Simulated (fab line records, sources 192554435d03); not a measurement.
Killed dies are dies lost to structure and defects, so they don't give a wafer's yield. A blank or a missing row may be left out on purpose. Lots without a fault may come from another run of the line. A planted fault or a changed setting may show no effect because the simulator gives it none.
Chamber matching | flow n5_finfet | N5_BEOL_M10_CURE_71 on uv_cure-01: 3 sister chambers
The step cures SiCOH lowk, time 240 s. 14 wafers are shown with their chamber, then 7 later ones without.

WAFERS WITH THEIR CHAMBER
wafer  | chamber | wafer_temp_C_max | lamp_power_pct (%)
L077.1 | 0       | 385.9            | 52.29
L077.2 | 0       | 385.8            | 52.33
L077.6 | 0       | 385.9            | 52.29
L083.3 | 0       | 385.9            | 52.35
L083.4 | 0       | 386.2            | 52.37
L083.6 | 0       | 385.7            | 52.37
L084.1 | 2       | 387.1            | 52.23
L084.4 | 2       | 387.8            | 52.33
L084.6 | 2       | 387.6            | 52.24
L087.1 | 0       | 386.0            | 52.30
L087.4 | 0       | 385.9            | 52.31
L087.5 | 0       | 386.1            | 52.26
L090.2 | 1       | 387.1            | 52.29
L090.4 | 1       | 387.3            | 52.35

SIGNATURES (means of the wafers above)
reading          | chamber 0 | chamber 1 | chamber 2 | scatter within a chamber
wafer_temp_C_max | 385.933   | 387.200   | 387.500   | 0.204
lamp_power_pct   | 52.3189   | 52.3200   | 52.2667   | 0.0424
Rule: a wafer's distance from a chamber is the root of the sum, over the readings, of the square of ((its reading less the chamber's mean) divided by the reading's scatter). The wafer belongs to the nearest chamber; if the next one is less than 2 further off, it can't be placed. The scatter: the root of (the sum of the squares of (reading less its chamber's mean) over the shown wafers, divided by (wafers less chambers)).

WAFERS WITHOUT THEIR CHAMBER
wafer  | wafer_temp_C_max | lamp_power_pct (%)
L090.6 | 387.4            | 52.30
L095.1 | 387.1            | 52.33
L095.4 | 387.2            | 52.21
L095.6 | 388.6            | 52.33
L095.2 | 387.8            | 52.37
L095.3 | 387.1            | 52.22
L095.5 | 386.9            | 52.40

WHICH CHAMBER EACH WENT THROUGH
wafer  | from the rows above     | in truth
L090.6 | can't be placed: 2 or 1 | 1
L095.1 | can't be placed: 1 or 2 | 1
L095.4 | can't be placed: 2 or 1 | 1
L095.6 | can't be placed: 2 or 1 | 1
L095.2 | can't be placed: 2 or 1 | 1
L095.3 | can't be placed: 2 or 1 | 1
L095.5 | can't be placed: 1 or 2 | 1
Placed correctly: 0 of 7. Can't be placed from these rows: 7 (the true chamber is among the candidates in 7). Placed wrongly: 0.
